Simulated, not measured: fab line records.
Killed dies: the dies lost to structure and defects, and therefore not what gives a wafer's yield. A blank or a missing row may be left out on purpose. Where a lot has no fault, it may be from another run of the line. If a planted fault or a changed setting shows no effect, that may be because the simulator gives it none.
Lot-split experiment + flow n5-finfet + route with 1938 steps; 7 lots, 39 wafers read

== THE SPLIT ==
At N5_MOL_CONTACT_COAG_ETCHBACK_135 (etches SiO2 in CHF3, target depth 25 nm, time 16.7 s), the setting time-s was moved away from the recipe's 16.7 s on 12 of the 39 wafers read, by -47.6% to +42.6%. This setting was run at the recipe's value on the other wafers.

== FROM THE SPLIT ON TO THE READING: in between, the file shows 1 step ==
- N5_MOL_CONTACT_COAG_STRIP_118: strips in CHF3

== THE READING ==
SOC_of_MOL_CONTACT_COAG_COAT_75.thk-nm (the simulator's own value, which no gauge read), in nm, at N5_MOL_CONTACT_COAG_VIA_ETCH_46 (etches SiO2 in C4F6/O2, target depth 46 nm, overetch 9.2 nm, time 40 s). The file gives no usual value for it. Here, 27 wafers ran the recipe; their average is 50.7 nm with a standard deviation of 0.2 nm.

| wafer  | tool, chamber at the split | time-s as run, s | against the recipe | SOC_of_MOL_CONTACT_COAG_COAT_75.thk-nm, nm | against lot-mates on the recipe |
|--------|----------------------------|------------------|--------------------|--------------------------------------------|---------------------------------|
| L074.1 | rie-diel-02, 1,2           | 16.7             | recipe             | 50.4                                       | -                               |
| L074.6 | rie-diel-02, 3             | 16.7             | recipe             | 50.4                                       | -                               |
| L074.2 | rie-diel-02, 0             | 23.82            | +42.6%             | 49.4                                       | -1.1                            |
| L074.3 | rie-diel-02, 3             | 23.82            | +42.6%             | 49.2                                       | -1.3                            |
| L074.4 | rie-diel-02, 2             | 23.82            | +42.6%             | 49.8                                       | -0.7                            |
| L074.5 | rie-diel-02, 1,2           | 16.7             | recipe             | 50.8                                       | -                               |
| L080.1 | rie-diel-05, 3,0,1,2       | 16.7             | recipe             | 50.6                                       | -                               |
| L080.2 | rie-diel-05, 1,2           | 16.7             | recipe             | 50.6                                       | -                               |
| L080.3 | rie-diel-05, 3,0,1,2       | 16.7             | recipe             | 50.6                                       | -                               |
| L080.4 | rie-diel-05, 1,2           | 16.7             | recipe             | 50.6                                       | -                               |
| L080.5 | rie-diel-05, 3,0,1,2       | 16.7             | recipe             | 50.6                                       | -                               |
| L080.6 | rie-diel-05, 3,0,1,2       | 16.7             | recipe             | 50.6                                       | -                               |
| L085.2 | rie-diel-02, 3,0           | 16.7             | recipe             | 51                                         | -                               |
| L085.3 | rie-diel-02, 2             | 16.7             | recipe             | 51.2                                       | -                               |
| L085.4 | rie-diel-02, 3,0           | 16.7             | recipe             | 50.8                                       | -                               |
| L087.1 | rie-diel-05, 3,2,0,3,0     | 16.7             | recipe             | 50.8                                       | -                               |
| L087.3 | rie-diel-05, 3,2,0,3,0     | 16.7             | recipe             | 50.8                                       | -                               |
| L087.5 | rie-diel-05, 3,2,0,3,0     | 16.7             | recipe             | 50.8                                       | -                               |
| L087.6 | rie-diel-05, 3,2,0,3,0     | 16.7             | recipe             | 50.8                                       | -                               |
| L087.2 | rie-diel-05, 3,2,0,3,0     | 16.7             | recipe             | 50.6                                       | -                               |
| L087.4 | rie-diel-05, 1             | 16.7             | recipe             | 50.6                                       | -                               |
| L090.1 | rie-diel-01, 1,2           | 16.7             | recipe             | 50.6                                       | -                               |
| L090.2 | rie-diel-01, 3,1           | 20.66            | +23.7%             | 50.2                                       | -0.4                            |
| L090.5 | rie-diel-01, 3,1           | 20.66            | +23.7%             | 50.2                                       | -0.4                            |
| L090.3 | rie-diel-01, 1,2           | 16.7             | recipe             | 50.4                                       | -                               |
| L090.4 | rie-diel-01, 0             | 16.7             | recipe             | 50.8                                       | -                               |
| L090.6 | rie-diel-01, 0             | 20.66            | +23.7%             | 50                                         | -0.6                            |
| L095.1 | rie-diel-02, 3,0,0         | 8.751            | -47.6%             | 52                                         | +1.1                            |
| L095.2 | rie-diel-02, 3,0,0         | 8.751            | -47.6%             | 52                                         | +1.1                            |
| L095.5 | rie-diel-02, 3,0,0         | 8.751            | -47.6%             | 52                                         | +1.1                            |
| L095.3 | rie-diel-02, 2,1           | 16.7             | recipe             | 51                                         | -                               |
| L095.6 | rie-diel-02, 3             | 16.7             | recipe             | 51                                         | -                               |
| L095.4 | rie-diel-02, 2,1           | 16.7             | recipe             | 50.6                                       | -                               |
| L096.1 | rie-diel-02, 1,0           | 22.62            | +35.4%             | 49.6                                       | -1.2                            |
| L096.2 | rie-diel-02, 1,0           | 22.62            | +35.4%             | 49.6                                       | -1.2                            |
| L096.3 | rie-diel-02, 3             | 16.7             | recipe             | 50.6                                       | -                               |
| L096.4 | rie-diel-02, 2             | 22.62            | +35.4%             | 49.8                                       | -1.0                            |
| L096.5 | rie-diel-02, 1,2           | 16.7             | recipe             | 50.8                                       | -                               |
| L096.6 | rie-diel-02, 1,2           | 16.7             | recipe             | 51                                         | -                               |
Where a row lists several chambers, the file gives one row for several wafers and doesn't say which wafer went through which chamber.

FIT RESULTS
A straight line over all 39 wafers: SOC_of_MOL_CONTACT_COAG_COAT_75.thk-nm changes by -0.028 nm for each +1% of time-s; r = -0.95; the points scatter about the line by 0.19 nm.
The same after taking each lot's own level away (the mean of its wafers on the recipe; 39 wafers): -0.0254 nm for each +1%; r = -0.96; scatter 0.16 nm.
That fit puts the effect of the largest move of time-s on the reading at 1.2 nm.
From 50.53 to 51.00 nm: that is the span of the lots' own levels, equal to 2.4 times the standard deviation above.
Hence the slope depends on the lot-to-lot level, as the two fits are not the same.
Check: for one of the wafers moved furthest among these (-47.6%), held out of the fit, the line's prediction against its lot-mates is +1.21 nm. It came out at +1.13 nm against them.

== THESE WAFERS: OTHER SPLITS ==
These wafers also went through other splits before the reading. Each is held against what the fit with the lots' levels taken away leaves over:
| other split on the same wafers          | wafers away from the commonest value | r with SOC_of_MOL_CONTACT_COAG_COAT_75.thk-nm (lot level and that fit taken away) |
|-----------------------------------------|--------------------------------------|-----------------------------------------------------------------------------------|
| N5_ZERO_LAYER_DEVELOP_10 develop-time-s | 18                                   | +0.16                                                                             |
| N5_SDB_CUT_ETCH_26 target-depth-a       | 15                                   | -0.18                                                                             |
| N5_HKMG_FIN_ETCH_67 target-depth-a      | 12                                   | +0.41                                                                             |

== THE WHOLE CHAIN: every reading that the file lists as answering this split, in the file's order ==
| step                             | what it does                                                           | reading                                                                                 | change (the file's fit)                | r (the file's) |
|----------------------------------|------------------------------------------------------------------------|-----------------------------------------------------------------------------------------|----------------------------------------|----------------|
| N5_MOL_CONTACT_COAG_ETCHBACK_135 | etches SiO2 in CHF3, target depth 25 nm, time 16.7 s                   | SOC_of_MOL_CONTACT_COAG_COAT_75.thk-nm (the simulator's own value, which no gauge read) | -0.0275 nm for each +1% of the setting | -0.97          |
| N5_MOL_CONTACT_COAG_VIA_ETCH_46  | etches SiO2 in C4F6/O2, target depth 46 nm, overetch 9.2 nm, time 40 s | SOC_of_MOL_CONTACT_COAG_COAT_75.thk-nm (the simulator's own value, which no gauge read) | -0.0255 nm for each +1% of the setting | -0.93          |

== THE FILE'S OWN FIT ==
SOC_of_MOL_CONTACT_COAG_COAT_75.thk-nm changes by -0.0255 nm for each +1% of time-s, r = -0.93.
